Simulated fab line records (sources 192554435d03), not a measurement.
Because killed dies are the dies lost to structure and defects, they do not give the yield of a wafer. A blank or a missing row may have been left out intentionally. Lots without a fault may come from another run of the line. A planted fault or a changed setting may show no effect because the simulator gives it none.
Comparing a struck lot with a sound one	flow n5 finfet	32 steps out of a route of 1938
Sound: wafers L846.1, L846.3, L846.4. Struck: wafer L859.5 (L859.4, L859.6, from the same lot, were not struck and are left out); the cause is given at the end.
Per side, at each step with rows, come the tool, then ch with its chambers, and then its first start. Under that, the readings that differ: sound wafers	struck wafers	difference of the means	sigmas: that difference in standard deviations of wafers without a fault.
alike: readings with means less than 2 such deviations apart, plus words and numbers identical on both sides. not compared: withheld readings, readings lacking a value on some wafer, bounds such as >300 that could conceal the same value, and numbers that have no deviation in the record and whose values overlap.
Wherever a step has rows on one side only, a row that says differs or no value, or a row with sigmas, the two part there. Non-overlapping numbers with no deviation appear without sigmas and do not part them. Lack of a reading on every wafer of one side parts them only where that side has two or more wafers.

first, 8 steps without rows for these wafers: N5_BEOL_M10_COAT_59 (time 60 s, resist thk 100 nm); N5_BEOL_M10_COAT_60 (time 60 s, resist thk 30 nm); N5_BEOL_M10_COAT_05 (resist thk 90 nm); N5_BEOL_M10_EBR_07; N5_BEOL_M10_SOFTBAKE_06 (time 60 s); N5_BEOL_M10_EXPOSE_08 (exposes mask M10); N5_BEOL_M10_PEB_09 (peb time 60 s); N5_BEOL_M10_DEVELOP_10 (develop time 30 s).
N5_BEOL_M10_CD_MEAS_11: the cd target is 64.1 nm.
  sound on cd sem-03 ch 0, day 10 21:55; struck on cd sem-01 ch 0, day 13 18:57
  alike: cd nm
N5_BEOL_M10_OVL_MEAS_12:
  sound on overlay-01 ch 0, day 10 21:57; struck on overlay-01 ch 0, day 13 18:59
  alike: M10_OVL
N5_BEOL_M10_INSPECT_13: inspects for defects (brightfield).
  sound: defect inspect-01 at day 10 21:58; struck: defect inspect-01 at day 13 19:00
  alike: raw defect count
N5_BEOL_M10_DESCUM_16: chemistry O2, time 7.9 s.
  sound on rie diel-05 ch 0,1,2, day 10 22:08; struck on rie diel-02 ch 0, day 13 19:02
  alike: drypump motor current A, oes product au, rf vpp V, showerhead plenum p Torr, throttle valve pct
  not compared: rf hours counter h
N5_BEOL_M10_ETCH_61: etches SiARC in CF4, target depth 39 nm, time 65 s.
  sound on rie diel-05 ch 0,1,2, day 10 22:11; struck on rie diel-02 ch 0, day 13 19:04
  alike: drypump motor current A, etch rf on time s, oes product au, rf vpp V, showerhead plenum p Torr, throttle valve pct
  not compared: rf hours counter h
N5_BEOL_M10_ETCH_62: etches SOC in N2/H2, target depth 110 nm, overetch 22 nm, time 165 s.
  sound on rie diel-05 ch 0,1,2, day 10 22:14; struck on rie diel-02 ch 0, day 13 19:07
  alike: drypump motor current A, oes product au, rf vpp V, showerhead plenum p Torr, throttle valve pct
  not compared: rf hours counter h
then, 1 step without rows for these wafers: N5_BEOL_M10_STRIP_68 (strips in N2/H2).
N5_BEOL_M10_STRIP_67: strips in CF4.
  sound on rie diel-05 ch 0,1,2, day 10 22:22; struck on rie diel-02 ch 0, day 13 19:16
  alike: drypump motor current A, oes product au, power w, rf vpp V, showerhead plenum p Torr, throttle valve pct
  not compared: rf hours counter h
N5_BEOL_M10_HM_OPEN_17: chemistry Cl2/BCl3, target TiN, target depth 20 nm, overetch 6 nm.
  sound on rie metal-02 ch 0,1, day 10 22:25; struck on rie metal-03 ch 1, day 13 19:20
reading	sound	struck	difference	sigmas
drypump motor current A (A)	5.4 5.4 5.8	6.2	+0.7	+2
  alike: oes product au, throttle valve pct
  not compared: rf hours counter h
N5_BEOL_M10_STRIP_19: strips in O2.
  sound on rie diel-02 ch 0,2,3, day 10 22:32; struck on rie diel-02 ch 3, day 13 19:32
  alike: drypump motor current A, oes product au, rf vpp V, showerhead plenum p Torr, throttle valve pct
  not compared: rf hours counter h
N5_BEOL_M10_CD_MEAS_18: pitch 140 nm, target cd 70 nm.
  sound: cd sem-03 at day 10 22:36; struck: cd sem-01 at day 13 19:37
  alike: cd nm
then, 8 steps without rows for these wafers: N5_BEOL_M10_COAT_63 (time 60 s, resist thk 100 nm); N5_BEOL_M10_COAT_64 (time 60 s, resist thk 30 nm); N5_BEOL_M10_COAT_22 (resist thk 90 nm); N5_BEOL_M10_EBR_24; N5_BEOL_M10_SOFTBAKE_23 (time 60 s); N5_BEOL_M10_EXPOSE_25 (exposes mask V9); N5_BEOL_M10_PEB_26 (peb time 60 s); N5_BEOL_M10_DEVELOP_27 (develop time 30 s).
N5_BEOL_M10_CD_MEAS_28: the cd target is 70 nm.
  sound on cd sem-02 ch 0, day 10 23:18; struck on cd sem-01 ch 0, day 13 21:10
  alike: cd nm
N5_BEOL_M10_OVL_MEAS_29:
  sound on overlay-01 ch 0, day 10 23:20; struck on overlay-02 ch 0, day 13 21:11
  alike: V9_OVL
N5_BEOL_M10_INSPECT_30: inspects for defects (brightfield).
  sound: defect inspect-02 at day 10 23:22; struck: defect inspect-01 at day 13 21:13
reading	sound	struck	difference	sigmas
raw defect count	378 391 373	863	+482	+5
then, 1 step without rows for these wafers: N5_BEOL_M10_DESCUM_33 (chemistry O2, time 7.9 s).
-- here the record skips 2 days between the struck wafers' starts before and after, leaving off in module BEOL_M10 and picking up in module PASSIVATION (first step shown: number 1936 of the route) --
N5_PASSIVATION_PROBE_49:
  sound: prober-02 at day 13 10:38; struck: prober-02 at day 16 05:36
reading	sound	struck	difference	sigmas
killed_at_M4_up	8 12 10	59	+49	+8
killed on rim	10 9 12	26	+16	+4
  alike: defect limited yield, killed_at_M0_to_M3, killed at contacts, killed at front end, killed at other, killed dies, killed open, killed short, sort_bin_5_function, sort_bin_6_memory, sort_bin_8_speed, sort n pass, sort yield pct

WHERE THEY PART
At N5_BEOL_M10_HM_OPEN_17 first; at N5_PASSIVATION_PROBE_49 last (within this record only).

WHY: the cause the simulator had injected
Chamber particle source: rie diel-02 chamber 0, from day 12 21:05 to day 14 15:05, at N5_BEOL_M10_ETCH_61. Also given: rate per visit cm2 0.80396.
